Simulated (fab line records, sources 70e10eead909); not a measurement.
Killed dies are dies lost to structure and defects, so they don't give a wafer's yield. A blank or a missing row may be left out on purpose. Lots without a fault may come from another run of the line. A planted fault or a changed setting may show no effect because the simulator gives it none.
fab line records | flow nand_harc
record lots=12 wafers=36 last_day=33
route steps=1302 shown A_STAIRCASE@719 END@1302
lots that met no fault: from a run of the same line without faults
start_h: hours from the record's first day to the start of the lot's first wafer shown | wait_h: hours since the lot's step before | " the same as in the row above | L1.1+2: a row that stands for several wafers | - no value, or no start given | * or withheld: withheld | < > ~ a bound
route shown NAME@n: a module of which the file shows steps, and the number in the route of the first | usual: mean/standard deviation of fault-free wafers | same: alike in all rows | chamber/n: place in a boat | sites: the reading at each site | _std_site: their standard deviation | _edge_site: outer sites' mean less inner sites' | radius_mm: how far each site lies from the wafer's centre | mask NAME#n: copy n | behind: the tool/chamber that last shaped the wafer | hold: why the lot was held/for how many hours/how that ended | device: the transistor (n, p or np) that didn't switch | end of line: the same wafers' tests at the end of the route | a step without rows: its recipe alone | killed: dies lost to structure and defects at the first sort, not the wafer's yield | map: a wafer's dies, x killed, . not, _ none there
set.NAME: the setting as run; set.NAME@STEP: as run at that earlier step | model.NAME: the simulator's own value behind a step, which no gauge read
steps of the route over a sample of lots; a table a step, a row a wafer
services: from which hour (start_h, from the record's first day; less than 0 if before it) a tool's chamber was out of use, for how many hours, and why
## steps
# step NHARC_A_STAIRCASE_STRIP_205
# recipe power_w=1500 temp_c=250 chemistry=O2
# usual drypump_motor_current_A=5.5/0.52 heater_power_w=313/15
# columns lot.wafer tool chamber start_h wait_h drypump_motor_current_A heater_power_w rf_hours_counter_h
L315.2 plasma_asher-02 1 368.13 0.1 5.2 304 26
L315.1 " 0 " " 5.0 313 26
L315.5 " 1 " " 5.2 302 -
L320.4 plasma_asher-01 0 415.99 0.2 5.7 319 -
L320.3 " 1 " " 6.3 325 -
L320.5 " 1 " " 6.3 319 -
L322.1 plasma_asher-02 1 451.86 0.1 5.2 299 4
L322.4 " 0 " " 4.9 298 -
L322.3 " 1 " " 5.2 300 -
L324.1 plasma_asher-02 1 461.06 0.1 5.2 299 6
L324.5 " 0 " " 5.0 299 -
L324.6 " 1 " " 5.2 296 -
L326.1 plasma_asher-01 1 467.29 0.1 6.3 319 24
L326.3 " 0 " " 5.7 305 -
L326.5 " 1 " " 6.3 317 -
L325.1 plasma_asher-02 0 468.01 0.1 4.9 291 8
L325.3 " 1 " " 5.2 300 -
L325.6 " 1 " " 5.2 302 -
L327.1 plasma_asher-01 0 491.45 0.3 5.7 321 28
L327.4 " 0 " " 5.7 324 -
L327.5 " 0 " " 5.7 319 -
L330.3 plasma_asher-02 0 517.16 0.4 5.0 302 -
L330.6 " 0 " " 5.0 290 -
L330.5 " 1 " " 5.2 298 -
L331.1 plasma_asher-02 0 523.28 0.3 5.0 308 22
L331.2 " 1 " " 5.2 299 22
L331.3 " 0 " " 5.0 297 -
L336.1 plasma_asher-02 1 559.59 0.1 5.2 295 27
L336.3 " 1 " " 5.2 303 -
L336.4 " 0 " " 5.0 304 -
L334.2 plasma_asher-02 0 565.90 0.1 5.0 308 29
L334.4 " 1 " " 5.2 303 -
L334.6 " 0 " " 5.0 299 -
L338.2 plasma_asher-01 1 590.59 0.1 6.4 343 14
L338.1 " 0 " " 5.7 335 14
L338.5 " 1 " " 6.3 340 -
# step NHARC_A_STAIRCASE_DESCUM_219
# recipe time_s=3 o2_flow_sccm=200 ar_flow_sccm=0 bias_power_w=0 chemistry=O2
# usual drypump_motor_current_A=6.0/0.51 oes_product_au=0.999/0.008 rf_vpp_V=57.7/0.91 showerhead_plenum_p_Torr=1.90/0.088 throttle_valve_pct=11.310/0.0085
# columns lot.wafer tool chamber start_h wait_h drypump_motor_current_A oes_product_au rf_hours_counter_h rf_vpp_V showerhead_plenum_p_Torr throttle_valve_pct
L315.2 rie_diel-11 1 369.51 - 6.2 1.001 39 56.9 1.87 11.316
L315.1 " 0 " " 6.2 0.993 39 56.2 1.79 11.321
L315.5 " 1 " " 6.2 0.999 - 56.9 1.87 11.310
L320.4 rie_diel-11 2 417.42 - 6.6 0.999 53 57.8 1.88 11.312
L320.3 " 0 " " 6.2 0.995 53 57.0 1.79 11.303
L320.5 " 1 " " 6.2 0.992 - 57.4 1.86 11.296
L322.1 rie_diel-13 3 453.20 - 5.8 0.998 28 57.2 1.93 11.314
L322.4 " 0 " " 5.1 0.997 29 56.8 1.90 11.321
L322.3 " 2 " " 6.0 1.004 31 57.3 2.07 11.314
L324.1 rie_diel-11 2 462.52 - 6.6 0.990 6 58.8 1.88 11.309
L324.6 " 2 " " 6.7 0.997 - 56.8 1.88 11.318
L324.5 " 3 " " 6.1 0.986 - 57.4 1.93 11.299
L326.1 rie_diel-13 0 468.81 - 5.0 1.000 33 58.1 1.89 11.314
L326.3 " 2 " " 6.0 1.013 35 58.2 2.06 11.307
L326.5 " 3 " " 5.8 1.012 - 57.9 1.93 11.312
L325.3 rie_diel-08 3 469.56 - 6.3 0.996 32 58.9 2.05 11.310
L325.1 " 1 " " 6.4 1.006 31 57.3 1.86 11.313
L325.6 " 3 " " 6.3 0.991 - 57.8 2.05 11.321
L327.1 rie_diel-13 2 492.92 - 6.0 1.010 42 56.8 2.06 11.319
L327.4 " 3 " " 5.8 1.008 39 57.5 1.93 11.301
L327.5 " 2 " " 6.0 1.010 - 58.1 2.06 11.317
L330.3 rie_diel-08 0 518.61 - 4.8 0.995 49 59.5 2.06 11.302
L330.5 " 1 " " 6.5 1.005 - 57.8 1.85 11.299
L330.6 " 2 " " 5.5 0.985 - 58.4 1.92 11.302
L331.2 rie_diel-11 1 524.69 - 6.2 0.998 25 56.7 1.85 11.319
L331.1 " 2 " " 6.6 0.990 28 58.6 1.87 11.314
L331.3 " 3 " " 6.1 0.991 27 58.2 1.93 11.307
L336.3 rie_diel-13 1 561.10 - 6.6 1.017 10 56.8 1.78 11.307
L336.1 " 2 " " 6.0 1.007 8 57.0 2.06 11.311
L336.4 " 3 " " 5.8 0.997 8 59.6 1.93 11.326
L334.2 rie_diel-13 2 567.24 - 6.0 0.996 10 59.2 2.06 11.316
L334.4 " 3 " " 5.8 1.000 10 57.9 1.93 11.309
L334.6 " 2 " " 6.0 1.005 - 55.3 2.06 11.307
L338.1 rie_diel-13 0 592.01 - 5.0 1.002 21 56.4 1.88 11.309
L338.2 " 1 " " 6.7 1.010 22 57.9 1.78 11.308
L338.5 " 3 " " 5.8 0.990 - 56.1 1.92 11.299
# step NHARC_A_STAIRCASE_ETCH_227
# recipe target_depth_a=1000 time_s=40.5 ion_energy_ev=400 c4f8_flow_sccm=20 o2_flow_sccm=10 ar_flow_sccm=withheld rf_w=600 bias_w=1000 chemistry=C4F8/O2
# usual bias_w=1000/3.4 chamber_pressure_mTorr=25.001/0.023 oes_product_au=0.944/0.015 rf_vpp_V=895/5.3
# columns lot.wafer tool chamber start_h wait_h bias_w chamber_pressure_mTorr oes_product_au rf_hours_counter_h rf_vpp_V
L315.1 rie_diel-11 0 371.02 - 996 24.996 0.922 40 889
L315.2 " 1 " " 1000 24.994 0.930 40 893
L315.5 " 3 " " 998 25.039 0.927 - 897
L320.3 rie_diel-11 3 418.35 - 999 25.009 0.946 54 896
L320.4 " 0 " " 998 25.052 0.945 53 887
L320.5 " 2 " " 996 25.057 0.952 - 894
L322.4 rie_diel-13 3 454.13 - 1001 25.031 0.947 28 897
L322.3 " 0 " " 999 25.024 0.953 29 896
L322.1 " 1 " " 999 24.994 0.951 32 889
L324.1 rie_diel-11 2 463.55 - 998 24.998 0.931 6 893
L324.6 " 1 " " 995 24.994 0.937 - 893
L324.5 " 2 " " 1001 24.998 0.937 - 893
L326.3 rie_diel-13 0 469.73 - 998 24.971 0.955 34 894
L326.1 " 3 " " 998 25.014 0.947 33 898
L326.5 " 0 " " 1002 25.019 0.951 - 896
L325.3 rie_diel-08 2 470.65 - 998 25.017 0.942 30 895
L325.1 " 3 " " 1008 24.987 0.925 33 904
L325.6 " 3 " " 1003 25.016 0.935 - 904
L327.4 rie_diel-13 3 493.85 - 996 24.998 0.943 39 897
L327.1 " 2 " " 1000 24.995 0.953 43 904
L327.5 " 0 " " 998 25.009 0.933 - 895
L330.3 rie_diel-08 3 519.70 - - - - - -
L330.6 " 0 " " - - - - -
L330.5 " 1 " " - - - - -
L331.3 rie_diel-11 1 526.53 - - - - - -
L331.2 " 2 " " - - - - -
L331.1 " 3 " " - - - - -
L336.1 rie_diel-13 0 562.03 - 1008 24.996 0.937 10 895
L336.3 " 1 " " 1005 25.022 0.939 10 887
L336.4 " 2 " " 997 24.994 0.941 8 904
L334.2 rie_diel-13 2 568.16 - 1000 25.012 0.966 10 904
L334.4 " 0 " " 1000 24.979 0.953 12 894
L334.6 " 3 " " 995 25.001 0.935 - 897
L338.2 rie_diel-13 3 593.04 - 994 25.059 0.948 16 895
L338.1 " 2 " " 995 24.977 0.954 21 903
L338.5 " 0 " " 1002 25.021 0.928 - 895
# step NHARC_A_STAIRCASE_TRIM_231
# recipe time_s=211.2 o2_flow_sccm=500 ar_flow_sccm=0 bias_w=0 chemistry=O2
# usual drypump_motor_current_A=6.0/0.56 oes_product_au=0.998/0.0077 rf_vpp_V=57.7/0.9 showerhead_plenum_p_Torr=3.55/0.16 throttle_valve_pct=17.036/0.0083
# columns lot.wafer tool chamber start_h wait_h drypump_motor_current_A oes_product_au rf_hours_counter_h rf_vpp_V showerhead_plenum_p_Torr throttle_valve_pct
L315.2 rie_diel-13 1 - - 6.7 0.992 3 56.9 3.33 17.023
L315.1 " 2 " " 6.0 1.002 3 58.5 3.81 17.033
L315.5 " 3 " " 5.8 0.987 - 58.4 3.58 17.029
L320.3 rie_diel-08 0 - - 4.8 1.002 17 59.5 3.80 17.039
L320.4 " 1 " " 6.5 1.005 16 57.6 3.44 17.041
L320.5 " 3 " " 6.3 0.990 - 59.4 3.76 17.041
L322.3 rie_diel-08 2 - - 5.5 0.997 25 57.8 3.55 17.045
L322.4 " 3 " " 6.3 0.996 27 59.1 3.76 17.034
L322.1 " 1 " " 6.5 1.000 27 56.1 3.44 17.022
L324.1 rie_diel-08 3 - - 6.3 1.000 31 59.1 3.76 17.033
L324.6 " 1 " " 6.5 1.006 - 58.1 3.44 17.038
L324.5 " 2 " " 5.5 0.994 - 56.3 3.55 17.030
L326.1 rie_diel-11 0 - - 6.2 0.997 6 57.1 3.30 17.033
L326.3 " 1 " " 6.2 0.990 6 56.9 3.44 17.044
L326.5 " 0 " " 6.2 0.995 - 56.8 3.30 17.029
L325.1 rie_diel-08 1 - - 6.5 1.005 32 57.1 3.44 17.029
L325.3 " 3 " " 6.3 1.003 33 58.3 3.75 17.043
L325.6 " 2 " " 5.5 1.000 - 56.7 3.55 17.034
L327.4 rie_diel-08 2 - - 5.5 0.997 37 58.2 3.54 17.039
L327.1 " 3 " " 6.3 0.996 40 59.0 3.75 17.040
L327.5 " 0 " " 4.8 1.004 - 59.3 3.78 17.043
L330.3 rie_diel-08 1 - - 6.5 1.006 50 59.0 3.43 17.033
L330.6 " 3 " " 6.3 0.994 - 58.6 3.75 17.046
L330.5 " 0 " " 4.8 1.003 - 58.4 3.78 17.032
L331.1 rie_diel-08 0 - - 4.9 0.998 53 57.8 3.78 17.042
L331.2 " 2 " " 5.5 0.991 52 58.1 3.54 17.040
L331.3 " 3 " " 6.3 0.992 54 59.0 3.74 17.037
L336.4 rie_diel-13 0 - - 5.1 0.988 11 57.3 3.48 17.014
L336.1 " 1 " " 6.7 1.018 10 56.7 3.30 17.028
L336.3 " 3 " " 5.8 0.983 9 57.6 3.55 17.041
L334.2 rie_diel-11 2 - - 6.6 0.976 42 58.1 3.45 17.047
L334.4 " 3 " " 6.1 0.999 39 57.0 3.55 17.047
L334.6 " 0 " " 6.2 0.992 - 57.0 3.29 17.042
L338.2 rie_diel-08 3 - - 6.3 0.984 13 57.0 3.73 17.026
L338.1 " 2 " " 5.5 1.012 12 58.1 3.53 17.033
L338.5 " 0 " " 4.8 1.010 - 57.2 3.76 17.026
# step NHARC_END_SORT_01
# recipe temp_c=25
# usual killed_at_array=55/17 killed_at_other=1.1/1.6 killed_at_periphery=3.8/2.5 killed_dies=60/18 killed_open=3.3/1.9 killed_short=2.5/1.7
# same gross_dies=677
# columns lot.wafer tool chamber start_h wait_h killed_at_array killed_at_other killed_at_periphery killed_dies killed_open killed_short
L331.1 prober-02 0 707.68 2.5 672 0 5 677 5 1
L331.2 prober-02 0 708.49 2.8 666 0 11 677 3 2
L331.3 prober-02 0 709.29 3.1 666 0 11 677 7 2
L330.3 prober-01 0 720.68 3.1 670 0 7 677 5 2
L330.5 prober-01 0 722.28 3.7 675 0 2 677 1 2
L330.6 prober-01 0 723.09 4.0 675 0 2 677 5 1
# killed by level:class
L331.1 A_STAIRCASE:area_etch=607 A_SLIT:chamber_film_flake=31 A_CHANNEL_HOLE_D1:chamber_film_flake=10 A_CONTACT:chamber_film_flake=4 P_M2:chamber_film_flake=3 A_DECK1_JOINT:chamber_film_flake=3 A_BONDPAD:chamber_film_flake=3 P_GATE:chamber_film_flake=2
L331.2 A_STAIRCASE:area_etch=611 A_SLIT:chamber_film_flake=17 A_CHANNEL_HOLE_D1:chamber_film_flake=12 A_STAIRCASE:chamber_film_flake=8 P_GATE:chamber_film_flake=6 P_M2:chamber_film_flake=5 A_CHANNEL_FILL_D2:chamber_film_flake=5 A_CONTACT:chamber_film_flake=5
L331.3 A_STAIRCASE:area_etch=611 A_SLIT:chamber_film_flake=16 A_CHANNEL_HOLE_D1:chamber_film_flake=12 A_STAIRCASE:chamber_film_flake=7 P_M2:chamber_film_flake=5 A_CONTACT:chamber_film_flake=5 P_CONTACT:geometric_particle:open=3 A_ZERO_WELL:chamber_film_flake=3
L330.3 A_STAIRCASE:area_etch=615 A_CHANNEL_HOLE_D1:chamber_film_flake=33 A_CONTACT:chamber_film_flake=7 A_SLIT:chamber_film_flake=4 A_BONDPAD:chamber_film_flake=4 P_ZERO_WELL:chamber_film_flake=2 P_GATE:geometric_particle:open=1 P_CONTACT:geometric_particle:open=1
L330.5 A_STAIRCASE:area_etch=623 A_CHANNEL_HOLE_D1:chamber_film_flake=38 A_CONTACT:chamber_film_flake=4 A_ZERO_WELL:chamber_film_flake=3 A_BONDPAD:chamber_film_flake=3 A_SLIT:chamber_film_flake=2 P_CONTACT:geometric_particle:open=1 A_SGD_CUT:geometric_particle:short=1
L330.6 A_STAIRCASE:area_etch=625 A_CHANNEL_HOLE_D1:chamber_film_flake=26 A_CHANNEL_FILL_D1:chamber_film_flake=5 A_CONTACT:chamber_film_flake=5 A_STAIRCASE:chamber_film_flake=3 A_SLIT:chamber_film_flake=3 A_BONDPAD:chamber_film_flake=3 A_SGD_CUT:geometric_particle:open=2
## services
# columns tool chamber start_h hours kind
rie_diel-13 0 351.35 - clean
rie_diel-13 1 351.35 - clean
rie_diel-13 2 351.35 - clean
rie_diel-13 2 351.35 - consumable_replace:showerhead
rie_diel-13 3 351.35 - clean
plasma_asher-02 - 357.79 5.0 repair
rie_diel-13 0 375.85 - clean
rie_diel-13 1 375.85 - clean
rie_diel-11 2 379.91 2.2 repair
rie_diel-08 1 385.33 6.2 repair
plasma_asher-02 - 426.15 9.0 pm
rie_diel-11 0 435.20 3.0 repair
rie_diel-11 - 435.99 9.0 pm
rie_diel-08 0 462.37 9.5 repair
rie_diel-13 0 471.12 7.6 repair
rie_diel-11 0 485.74 1.2 repair
rie_diel-13 - 519.35 9.0 pm
plasma_asher-01 - 520.68 9.0 pm
plasma_asher-02 - 538.43 9.5 repair
rie_diel-08 - 544.93 9.0 pm
rie_diel-08 1 558.67 8.7 repair
rie_diel-13 3 570.33 8.1 repair
rie_diel-08 - 586.61 0.7 repair
rie_diel-11 1 592.30 20.3 repair
## key
first_sign step=NHARC_A_STAIRCASE_ETCH_227 reading=tool_record direction=missing
effect step=NHARC_END_SORT_01 reading=killed_at_array direction=up sigmas=35 usual=55 struck=671
more_kills_born_at NHARC_A_STAIRCASE_ETCH_227@rie_diel-08=1865 NHARC_A_STAIRCASE_ETCH_227@rie_diel-11=1830
met_at NHARC_A_STAIRCASE_ETCH_227
struck_lots L330,L331
later_rows_left_out L330.3,L330.5,L330.6,L331.1,L331.2,L331.3
tester_left_out L330,L331
not_acting_at NHARC_A_STAIRCASE_STRIP_205,NHARC_A_STAIRCASE_DESCUM_219,NHARC_A_STAIRCASE_TRIM_231
onset_between 470.65 519.70
fault kind=skipped_step_whole tool=rie_diel-08,rie_diel-11 chamber=- onset_h=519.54 steps=NHARC_A_STAIRCASE_ETCH_227 scope=struck_lots_only
# tester_left_out: of these lots the tester's yield and bins aren't shown, on N5 and GAA mostly nor the transistor test; their killed dies are dies lost to structure and defects alone, not to doping, threshold or leakage, so they don't give the yield
# later_rows_left_out: the simulator's readings of these wafers behind a module that went badly wrong aren't trusted and aren't shown, but for the sort
